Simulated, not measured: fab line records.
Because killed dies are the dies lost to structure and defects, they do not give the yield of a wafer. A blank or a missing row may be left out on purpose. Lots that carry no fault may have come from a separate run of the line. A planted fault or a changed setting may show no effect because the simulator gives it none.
Chamber matching -- flow nand_harc -- 4 sister chambers for NHARC_A_CHANNEL_FILL_D1_ALD_02 on ald_hk-04
The step deposits SiO2, target thk 6 nm, pulse time 10 s, ald cycles 60. 4 wafers are shown with their chamber, then 8 later ones without.

WAFERS, EACH WITH ITS CHAMBER
wafer,chamber,heater_power_w (W)
L078.5,1,513
L085.3,0,486
L086.6,3,473
L090.1,2,464

WAFERS WITHOUT THEIR CHAMBER
wafer,heater_power_w (W)
L090.3,476
L090.4,529
L096.3,439
L096.4,487
L096.6,492
L095.3,533
L095.4,480
L095.5,518

THE CHAMBER EACH PASSED THROUGH
wafer,from the rows above,in truth
L090.3,can't be placed: 3 or 0 or 2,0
L090.4,1,1
L096.3,can't be placed: 2 or 3 or 0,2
L096.4,can't be placed: 0 or 3 or 2 or 1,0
L096.6,can't be placed: 0 or 3 or 1 or 2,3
L095.3,1,1
L095.4,can't be placed: 0 or 3 or 2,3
L095.5,1,1
Correct placement for 3 of the 8. Can't be placed from these rows: 5 (the true chamber is among the candidates in 5). 0 placed wrongly.
How it was worked out, from the rows above alone: a wafer's distance from a chamber is the root of the sum, over the readings, of the square of ((its reading less the chamber's mean) divided by the reading's scatter). The wafer belongs to the nearest chamber; if the next one is less than 2 further off, it can't be placed. A chamber's mean is the mean of its shown wafers. The scatter: with one shown wafer a chamber, the root of the mean of the squares of how far each hidden wafer lies from its nearest shown one.
